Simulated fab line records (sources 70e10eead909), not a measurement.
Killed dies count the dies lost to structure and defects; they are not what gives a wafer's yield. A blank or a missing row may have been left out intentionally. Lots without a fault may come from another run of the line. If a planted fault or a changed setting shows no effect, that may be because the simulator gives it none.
Struck lot and sound lot, side by side ; flow nand-harc ; 14 steps out of a route of 1302
Sound: the wafers L421.3, L421.5, L421.6. Struck: wafer L428.6 (left out: L428.2, L428.5 of the same lot, which were not struck); the cause appears at the end.
Per side, at each step with rows, come the tool, then ch with its chambers, and then its first start. Under that, the readings that differ: sound wafers ; struck wafers ; difference of the means ; sigmas: that difference in standard deviations of wafers without a fault.
alike: same words and numbers on both sides, and readings whose means sit less than 2 such deviations apart. not compared: any withheld reading, any reading some wafer has no value for, any bound like >300 that may hide the same value, and any number with overlapping values for which the record gives no deviation.
A row with sigmas, a row that says differs or no value, or rows on one side alone: a step with any of these is where the two part. Numbers that don't overlap but have no deviation are shown without sigmas and don't part them. A reading that every wafer of one side lacks parts them only if that side has two wafers or more.

first, 1 step without rows for these wafers: NHARC_A_WL_FILL_ANNEAL_08 (time 1800 s).
NHARC_A_WL_FILL_ALD_10: deposits SiO2, target thk 50 nm, pulse time 10 s, ald cycles 500.
  sound on ald-hk-04 ch 0,2,3, day 22 12:56; struck on ald-hk-01 ch 3, day 25 23:27
  alike: heater-power-w, precursor-pulse-height-rel
  not compared: ald-cycles
NHARC_A_WL_FILL_ETCHBACK_16: etches the open film in C4F8/O2/Ar, target depth 120 nm, time 24 s.
  sound: rie-diel-03 ch 0,2,3; struck: rie-diel-13 ch 1
reading;sound;struck;difference;sigmas
oes-product-au (a.u.);0.983 0.998 1.003;0.922;-0.073;-3
  alike: rf-vpp-V
  not compared: rf-hours-counter-h
NHARC_A_WL_FILL_STRIP_29: strips in O2, time 20 s.
  sound on rie-diel-03 ch 0,1,3, day 22 16:07; struck on rie-diel-13 ch 1, day 26 03:12
  alike: drypump-motor-current-A, oes-product-au, rf-vpp-V, showerhead-plenum-p-Torr, throttle-valve-pct
  not compared: rf-hours-counter-h
NHARC_A_WL_FILL_ETCHBACK_17: etches the open film in Cl2/BCl3, target depth 4 nm, time 26.7 s.
  sound on rie-metal-01 ch 0,1, day 22 16:15; struck on rie-metal-03 ch 0, day 26 03:17
  alike: drypump-motor-current-A, oes-product-au
  not compared: rf-hours-counter-h
then, 3 steps without rows for these wafers: NHARC_A_WL_FILL_PRECLEAN_18 (cleans in dHF, time 30 s); NHARC_A_WL_FILL_SRD_21; NHARC_A_WL_FILL_CVD_23 (deposits poly-Si, target thk 40 nm, time 800 s).
NHARC_A_WL_FILL_ETCHBACK_26: etches the open film in HBr, target depth 52 nm, time 13.3 s.
  sound on rie-si-03 ch 0,2,3, day 22 21:26; struck on rie-si-03 ch 1, day 26 06:28
reading;sound;struck;difference;sigmas
drypump-motor-current-A (A);6.6 6.3 5.7;5.1;-1.1;-2
oes-product-au (a.u.);1.004 1.006 0.997;0.982;-0.020;-2
  alike: throttle-valve-pct
  not compared: rf-hours-counter-h
then, 2 steps without rows for these wafers: NHARC_A_WL_FILL_PRECLEAN_30 (cleans in dHF, time 10 s); NHARC_A_WL_FILL_SRD_14.
NHARC_A_WL_FILL_ALD_19: deposits TiN, target thk 2 nm, pulse time 3 s, ald cycles 100.
  sound on ald-metal-02 ch 2,3, day 22 21:40; struck on ald-metal-02 ch 0, day 26 06:45
reading;sound;struck;difference;sigmas
ald-cycles;100 100 100;42;-58;
  alike: heater-power-w, precursor-pulse-height-rel
then, 1 step without rows for these wafers: NHARC_A_WL_FILL_CVD_20 (deposits W, target thk 100 nm, time 74 s).
-- the record jumps here: 4 days lie between the struck wafers' starts before and after (it left off in module A_WL_FILL and takes up again in module END, whose first step shown is number 1302 of the route) --
NHARC_END_SORT_01:
  at this point the record logs the struck wafers (prober-01 ch 0, day 30 04:13) and has no rows for the sound ones

## WHERE THEY PART
First at NHARC_A_WL_FILL_ETCHBACK_16; last, within this record, at NHARC_END_SORT_01.

WHY: what the simulator had put in
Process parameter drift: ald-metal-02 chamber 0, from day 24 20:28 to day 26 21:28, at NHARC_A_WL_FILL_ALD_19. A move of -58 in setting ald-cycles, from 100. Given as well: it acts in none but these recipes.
